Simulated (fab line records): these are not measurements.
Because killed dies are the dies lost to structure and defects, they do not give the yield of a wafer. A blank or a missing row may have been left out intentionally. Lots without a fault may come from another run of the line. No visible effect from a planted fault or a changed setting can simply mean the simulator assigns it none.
8D (eight disciplines) problem report, filled in by code -- flow n5-finfet -- the parts of the form that need people (team, actions taken, sign-off) are left out

1. THE PROBLEM
platen-rpm at N5_GATE_CUT_CMP_23 reads a mean of 53.86 rpm on 6 wafers of 2 lots; wafers without a fault read 51.80 rpm with a standard deviation of 0.042. That puts it +49 standard deviations away from the usual mean.
The step: polishes, stops on SiO2, t overpolish 23.4 s, target thk 16 nm.
Seen first at day 6 17:55 on cmp-01, wafer L291.4. At this step, 29 wafers from 11 lots have a number in the record. By rule, "out" or "out of limits" means more than 4 standard deviations away from the usual mean. All remaining wafers that have a number are taken as sound.

2. WHAT IT IS AND WHAT IT IS NOT
question,is,is not
which readings at this step,platen-rpm,"motor-current-A, overpolish-run-s"
which lots,"L291, L293","L286, L288, L289, L290, L300, L302, L303, L305, L306"
which wafers of those lots,all that have a number,-
read on which tools,cmp-01,"cmp-03, cmp-04"
when,from day 6 17:55,"up to then (12 sound wafers); but 11 sound wafers of L300, L302, L303, L305, L306 came after"

3. THE SUSPECTS, EACH WITH WHAT RULES IT OUT
Counting: a tool stays on the suspect list if, at a process step up to the reading, it processed all lots that are out and no sound lot following the first of them.
- rie-metal-01 at N5_GATE_CUT_VAPOR_ETCH_48 (etches TiN in BCl3/Cl2): ruled out as a lasting fault. The sound lots L306 went through it after L291, its earliest lot that is out (day 6 15:48).
- cmp-01 at N5_GATE_CUT_CMP_23 (polishes, stops on SiO2, t overpolish 23.4 s, target thk 16 nm): ruled out as a lasting fault. The sound lots L303 went through it after L291, its earliest lot that is out (day 6 17:55).
Left after counting: nothing in the record.

4. THE CAUSE (what the simulator had put in)
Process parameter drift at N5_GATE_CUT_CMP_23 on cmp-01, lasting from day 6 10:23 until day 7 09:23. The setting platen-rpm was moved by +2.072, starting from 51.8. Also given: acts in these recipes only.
Counting ruled it out, wrongly.

5. THE CHAIN OF EFFECTS, in route order
Each row: a reading whose mean over the struck wafers that have a number lies more than 3 standard deviations from the usual. Only readings for which the record gives a usual standard deviation are gone through. hours: the time from each lot's start at the first step in this table that gives one to its start at this step, as a median over the lots. sigmas: the change in usual standard deviations.
hours,step,reading,usual,on struck wafers,change,sigmas
0,N5_GATE_CUT_CMP_23,platen-rpm,51.80 rpm,53.86,+2.06,+49
The process steps in it:
- N5_GATE_CUT_CMP_23: polishes, stops on SiO2, t overpolish 23.4 s, target thk 16 nm.
Later steps that measure or inspect, where all struck wafers having a row at the step show a number for every such reading and not one has moved that far: N5_MOL_CONTACT_COAG_CD_MEAS_08, N5_BEOL_M4_RC_MEAS_101.

6. HOW IT WOULD HAVE BEEN CAUGHT EARLIER
In this record the first reading out of limits was taken at day 6 17:55, 8 hours after the fault began at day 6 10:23.
